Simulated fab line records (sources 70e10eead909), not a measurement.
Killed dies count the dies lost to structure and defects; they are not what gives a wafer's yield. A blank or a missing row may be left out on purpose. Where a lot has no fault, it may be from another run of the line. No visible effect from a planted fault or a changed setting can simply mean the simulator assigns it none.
fab line records | flow nandHarc
[record] lots = 12 | wafers = 36 | lastDay = 33
route steps=1302 shown P_M0@260
lots that met no fault: taken from a fault-free run of the same line
startH: the number of hours between the record's first day and the start of the first shown wafer of the lot | waitH: how many hours have passed since the lot's step before this one | " repeats the value in the row above | L1.1+2: one row covering several wafers at once | - no value, or no start given | * or withheld: withheld | < > ~ a bound
route shown NAME@n: names a module that has steps shown in the file, with the first one's number in the route | usual: mean/standard deviation taken from wafers without a fault | same: alike in all rows | chamber/n: place in a boat | sites: readings site by site | _std_site: the values' standard deviation | _edge_site: the outer-site mean with the inner-site mean subtracted | radiusMm: for every site, how far away it sits from the centre of the wafer | mask NAME#n: copy n | behind: the tool/chamber that last shaped the wafer | hold: what put the lot on hold/how long, in hours/how the hold closed | device: the transistor (n, p or np) that didn't switch | end of line: tests run on the same wafers once the route is complete | where a step has no rows: the recipe by itself | killed: at the first sort, the dies lost to defects and structure; wafer yield is something else | map: per-die view of a wafer (x killed, . not killed, _ where there is no die)
set.NAME: setting as actually run; set.NAME@STEP: the setting as run at that earlier step | model.NAME: the simulator's own value behind a step, which no gauge read
the route's steps for a sample of lots (tables are steps, rows are wafers)
services: a tool's chamber out of use, with start hour (startH, from the record's first day; less than 0 if before it), hours out, and reason
[[steps]]
[step NHARC_P_M0_EXPOSE_06]
[recipe] na = 1.35 | targetCdNm = 90 | doseMj = 81.28 | maskId = P_M0
lot.wafer  | tool           | chamber | startH | waitH | mask
L322.2+4+6 | arfiScanner-02 | 0       | 127.02 | -     | P_M0#0
L323.2+4+6 | arfiScanner-01 | 0       | 127.30 | -     | P_M0#0
L324.1+3+4 | arfiScanner-02 | 0       | 138.68 | -     | P_M0#0
L327.1+2+6 | arfiScanner-03 | 0       | 170.78 | -     | P_M0#0
L332.1+2+6 | arfiScanner-02 | 0       | 229.71 | -     | P_M0#0
L333.1+2+5 | arfiScanner-02 | 0       | 234.02 | -     | P_M0#0
L335.1+2+6 | arfiScanner-02 | 0       | 253.52 | -     | P_M0#0
L338.1+3+6 | arfiScanner-03 | 0       | 286.06 | -     | P_M0#0
L339.1+4+6 | arfiScanner-03 | 0       | 291.71 | -     | P_M0#0
L340.3+4+6 | arfiScanner-01 | 0       | 311.05 | -     | P_M0#0
L342.3+5+6 | arfiScanner-03 | 0       | 324.43 | -     | P_M0#0
L344.2+4+6 | arfiScanner-01 | 0       | 341.43 | -     | P_M0#0
[step NHARC_P_M0_OVL_MEAS_10]
[recipe] pitchNm = 180
[usual] overlayXNm = -0.2/0.69 | overlayYNm = 0.0/0.81
lot.wafer | tool       | chamber | startH | waitH | overlayXNm | overlayYNm
L322.2    | overlay-01 | -       | 127.25 | -     | -1.0       | 0.4
L322.4    | "          | -       | "      | "     | -1.1       | 0.1
L322.6    | "          | -       | "      | "     | -1.3       | -0.3
L323.2    | overlay-02 | -       | 127.52 | -     | 0.3        | 0.7
L323.4    | "          | -       | "      | "     | 0.7        | 0.6
L323.6    | "          | -       | "      | "     | 0.6        | 0.6
L324.1    | overlay-02 | -       | 138.90 | -     | 1.3        | 0.5
L324.3    | "          | -       | "      | "     | 1.1        | 0.9
L324.4    | "          | -       | "      | "     | 1.0        | 1.1
L327.1    | overlay-02 | -       | 171.01 | -     | -1.3       | -0.5
L327.2    | "          | -       | "      | "     | -1.3       | -0.9
L327.6    | "          | -       | "      | "     | -1.3       | -0.5
L332.1    | overlay-02 | -       | 229.94 | -     | 15.1       | -0.7
L332.2    | "          | -       | "      | "     | 15.4       | 0.2
L332.6    | "          | -       | "      | "     | 16.0       | -0.1
L333.1    | overlay-02 | -       | 234.25 | -     | 14.5       | 1.8
L333.2    | "          | -       | "      | "     | 14.2       | 1.3
L333.5    | "          | -       | "      | "     | 14.8       | 1.7
L335.1    | overlay-02 | -       | 253.76 | -     | 13.8       | 0.8
L335.2    | "          | -       | "      | "     | 13.3       | 1.3
L335.6    | "          | -       | "      | "     | 13.5       | 0.6
L338.1    | overlay-01 | -       | 286.28 | -     | 0.5        | 0.4
L338.3    | "          | -       | "      | "     | 0.0        | -0.5
L338.6    | "          | -       | "      | "     | 0.4        | -0.2
L339.1    | overlay-01 | -       | 291.93 | -     | -0.3       | 0.7
L339.4    | "          | -       | "      | "     | 0.1        | 0.6
L339.6    | "          | -       | "      | "     | -1.1       | 0.8
L340.3    | overlay-01 | -       | 311.26 | -     | -0.7       | -1.2
L340.4    | "          | -       | "      | "     | -0.7       | -0.3
L340.6    | "          | -       | "      | "     | -0.7       | -1.4
L342.3    | overlay-01 | -       | 324.65 | -     | 0.3        | -1.2
L342.5    | "          | -       | "      | "     | -0.1       | -1.7
L342.6    | "          | -       | "      | "     | 0.0        | -1.6
L344.2    | overlay-02 | -       | 341.65 | -     | 0.2        | -0.6
L344.4    | "          | -       | "      | "     | 0.8        | -1.1
L344.6    | "          | -       | "      | "     | 0.2        | -1.2
[step NHARC_P_M0_PRE_CLEAN_29]
[recipe] timeS = 30 | tempC = 280 | gas = H2/He
[usual] heaterPowerW = 424/48
[same] timeS = 30
lot.wafer | tool          | chamber | startH | waitH | heaterPowerW
L322.4    | pvdSputter-02 | -       | -      | -     | 482
L322.2    | "             | -       | "      | "     | 398
L322.6    | "             | -       | "      | "     | 469
L323.2    | pvdSputter-01 | -       | -      | -     | 376
L323.4    | "             | -       | "      | "     | 413
L323.6    | "             | -       | "      | "     | 378
L324.3    | pvdSputter-03 | -       | -      | -     | 338
L324.1    | "             | -       | "      | "     | 488
L324.4    | "             | -       | "      | "     | 395
L327.1    | pvdSputter-02 | -       | -      | -     | 478
L327.2    | "             | -       | "      | "     | 403
L327.6    | "             | -       | "      | "     | 482
L332.2    | pvdSputter-03 | -       | -      | -     | 353
L332.1    | "             | -       | "      | "     | 400
L332.6    | "             | -       | "      | "     | 351
L333.2    | pvdSputter-03 | -       | -      | -     | 344
L333.1    | "             | -       | "      | "     | 477
L333.5    | "             | -       | "      | "     | 345
L335.1    | pvdSputter-03 | -       | -      | -     | 391
L335.2    | "             | -       | "      | "     | 473
L335.6    | "             | -       | "      | "     | 467
L338.1    | pvdSputter-03 | -       | -      | -     | 389
L338.3    | "             | -       | "      | "     | 468
L338.6    | "             | -       | "      | "     | 387
L339.4    | pvdSputter-02 | -       | -      | -     | 414
L339.1    | "             | -       | "      | "     | 410
L339.6    | "             | -       | "      | "     | 402
L340.4    | pvdSputter-01 | -       | -      | -     | 518
L340.3    | "             | -       | "      | "     | 412
L340.6    | "             | -       | "      | "     | 520
L342.3    | pvdSputter-02 | -       | -      | -     | 418
L342.5    | "             | -       | "      | "     | 425
L342.6    | "             | -       | "      | "     | 409
L344.2    | pvdSputter-03 | -       | -      | -     | 353
L344.4    | "             | -       | "      | "     | 396
L344.6    | "             | -       | "      | "     | 349
[step NHARC_P_M0_PVD_21]
[recipe] targetThkA = 300 | chamberPressurePa = 5 | powerW = 5000 | substrateTempC = 30 | timeS = 20.49 | material = Cu
[usual] cathodeDcPowerW = 4999.9/1 | throttleValvePct = 30.1/1.3
[same] timeS = 20.49
lot.wafer | tool          | chamber | startH | waitH | cathodeDcPowerW | throttleValvePct
L322.2    | pvdSputter-02 | -       | -      | -     | 5000.2          | 30.2
L322.4    | "             | -       | "      | "     | 4999.8          | 32.0
L322.6    | "             | -       | "      | "     | 4998.8          | 30.1
L323.2    | pvdSputter-01 | -       | -      | -     | 4998.2          | 28.6
L323.4    | "             | -       | "      | "     | 4999.7          | 27.9
L323.6    | "             | -       | "      | "     | 4998.2          | 28.5
L324.4    | pvdSputter-03 | -       | -      | -     | 5000.7          | 30.6
L324.3    | "             | -       | "      | "     | 4998.9          | 30.0
L324.1    | "             | -       | "      | "     | 4998.3          | 32.8
L327.1    | pvdSputter-02 | -       | -      | -     | 5002.3          | 28.3
L327.2    | "             | -       | "      | "     | 5001.4          | 31.7
L327.6    | "             | -       | "      | "     | 4998.1          | 30.2
L332.2    | pvdSputter-03 | -       | -      | -     | 4999.8          | 30.7
L332.1    | "             | -       | "      | "     | 5000.0          | 31.9
L332.6    | "             | -       | "      | "     | 5000.3          | 29.4
L333.1    | pvdSputter-03 | -       | -      | -     | 4998.7          | 31.9
L333.2    | "             | -       | "      | "     | 4998.9          | 29.0
L333.5    | "             | -       | "      | "     | 5001.1          | 30.5
L335.1    | pvdSputter-03 | -       | -      | -     | 4999.5          | 29.2
L335.2    | "             | -       | "      | "     | 4999.9          | 29.6
L335.6    | "             | -       | "      | "     | 5001.1          | 30.7
L338.3    | pvdSputter-03 | -       | -      | -     | 4999.9          | 31.8
L338.1    | "             | -       | "      | "     | 5000.1          | 30.6
L338.6    | "             | -       | "      | "     | 4999.7          | 29.2
L339.4    | pvdSputter-02 | -       | -      | -     | 4999.1          | 30.3
L339.1    | "             | -       | "      | "     | 5000.9          | 31.1
L339.6    | "             | -       | "      | "     | 5000.1          | 30.5
L340.3    | pvdSputter-01 | -       | -      | -     | 5000.2          | 28.2
L340.4    | "             | -       | "      | "     | 4998.7          | 29.6
L340.6    | "             | -       | "      | "     | 4999.3          | 29.7
L342.3    | pvdSputter-02 | -       | -      | -     | 5000.9          | 31.5
L342.5    | "             | -       | "      | "     | 4999.0          | 31.1
L342.6    | "             | -       | "      | "     | 4999.2          | 30.3
L344.4    | pvdSputter-03 | -       | -      | -     | 4998.4          | 29.3
L344.2    | "             | -       | "      | "     | 4998.9          | 31.8
L344.6    | "             | -       | "      | "     | 5000.3          | 30.6
[step NHARC_P_M0_ANNEAL_30]
[recipe] tempC = 225 | timeS = 90
[usual] annealTempCMax = 226.7/0.36 | wafer_temp_C_max = 225.63/0.29
[same] timeS = 90
lot.wafer | tool         | chamber | startH | waitH | annealTempCMax | wafer_temp_C_max
L322.2    | rtpAnneal-01 | 0       | 129.05 | -     | 226.2          | 226.32
L322.4    | "            | 0       | "      | "     | 226.6          | 226.37
L322.6    | "            | 0       | "      | "     | 226.5          | 225.91
L323.2    | rtpAnneal-02 | 0       | 129.35 | -     | 227.0          | 225.32
L323.4    | "            | 0       | "      | "     | 227.3          | 225.49
L323.6    | "            | 0       | "      | "     | 227.2          | 225.20
L324.1    | rtpAnneal-02 | 0       | 140.71 | -     | 227.1          | 225.43
L324.3    | "            | 0       | "      | "     | 226.7          | 225.60
L324.4    | "            | 0       | "      | "     | 226.7          | 225.61
L327.1    | rtpAnneal-02 | 0       | 172.91 | -     | 226.7          | 225.79
L327.2    | "            | 0       | "      | "     | 226.3          | 225.75
L327.6    | "            | 0       | "      | "     | 226.9          | 225.65
L332.1    | rtpAnneal-01 | 0       | 231.75 | -     | 226.9          | 225.40
L332.2    | "            | 0       | "      | "     | 226.7          | 226.10
L332.6    | "            | 0       | "      | "     | 226.6          | 225.99
L333.1    | rtpAnneal-02 | 0       | 236.00 | -     | 226.9          | 225.47
L333.2    | "            | 0       | "      | "     | 226.7          | 225.72
L333.5    | "            | 0       | "      | "     | 226.4          | 225.52
L335.1    | rtpAnneal-02 | 0       | 255.52 | 0.3   | 226.8          | 225.49
L335.2    | "            | 0       | "      | "     | 226.5          | 225.42
L335.6    | "            | 0       | "      | "     | 226.5          | 225.24
L338.1    | rtpAnneal-01 | 0       | 288.20 | -     | 226.5          | 226.51
L338.3    | "            | 0       | "      | "     | 226.3          | 226.05
L338.6    | "            | 0       | "      | "     | 226.3          | 226.27
L339.1    | rtpAnneal-02 | 0       | 293.84 | 0.4   | 226.6          | 225.40
L339.4    | "            | 0       | "      | "     | 227.3          | 225.36
L339.6    | "            | 0       | "      | "     | 226.8          | 225.60
L340.3    | rtpAnneal-01 | 0       | 313.14 | 0.3   | 226.7          | 225.68
L340.4    | "            | 0       | "      | "     | 226.9          | 225.70
L340.6    | "            | 0       | "      | "     | 226.4          | 226.19
L342.3    | rtpAnneal-02 | 0       | 326.50 | -     | 226.8          | 225.56
L342.5    | "            | 0       | "      | "     | 226.5          | 225.76
L342.6    | "            | 0       | "      | "     | 226.8          | 225.39
L344.2    | rtpAnneal-02 | 0       | 344.43 | 0.4   | 226.4          | 225.22
L344.4    | "            | 0       | "      | "     | 226.5          | 225.45
L344.6    | "            | 0       | "      | "     | 226.8          | 225.30
[[services]]
tool           | chamber | startH | hours | kind
pvdSputter-02  | -       | 104.65 | 10.0  | pm
pvdSputter-03  | -       | 118.72 | 5.7   | repair
arfiScanner-03 | -       | 125.41 | 0.9   | repair
pvdSputter-03  | -       | 130.04 | 2.8   | repair
arfiScanner-02 | -       | 139.30 | 1.1   | repair
pvdSputter-03  | -       | 145.11 | 1.6   | repair
pvdSputter-03  | -       | 170.01 | 10.0  | pm
arfiScanner-03 | -       | 197.47 | 4.0   | pm
pvdSputter-01  | -       | 247.91 | 10.0  | pm
arfiScanner-01 | -       | 252.00 | 4.0   | pm
arfiScanner-02 | -       | 258.09 | 0.8   | repair
pvdSputter-03  | -       | 260.60 | 0.8   | repair
pvdSputter-01  | -       | 264.85 | 1.9   | repair
pvdSputter-02  | -       | 282.65 | 10.0  | pm
arfiScanner-03 | -       | 300.89 | 1.3   | repair
arfiScanner-02 | -       | 312.37 | 4.0   | pm
pvdSputter-01  | -       | 317.25 | 7.8   | repair
arfiScanner-03 | -       | 331.53 | 0.3   | repair
[[key]]
[firstSign] step = NHARC_P_M0_OVL_MEAS_10 | reading = overlayXNm | direction = up | sigmas = 21 | usual = -0.2 | struck = 14.5
effect none on later readings
metAt NHARC_P_M0_EXPOSE_06
struckLots L332,L333,L335
notActingAt NHARC_P_M0_PRE_CLEAN_29,NHARC_P_M0_PVD_21,NHARC_P_M0_ANNEAL_30
onsetBetween 138.68 229.71
[fault] kind = scannerMatchingOverlay | tool = arfiScanner-02 | chamber = - | onsetH = 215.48 | steps = NHARC_P_M0_EXPOSE_06 | offset = 14.531
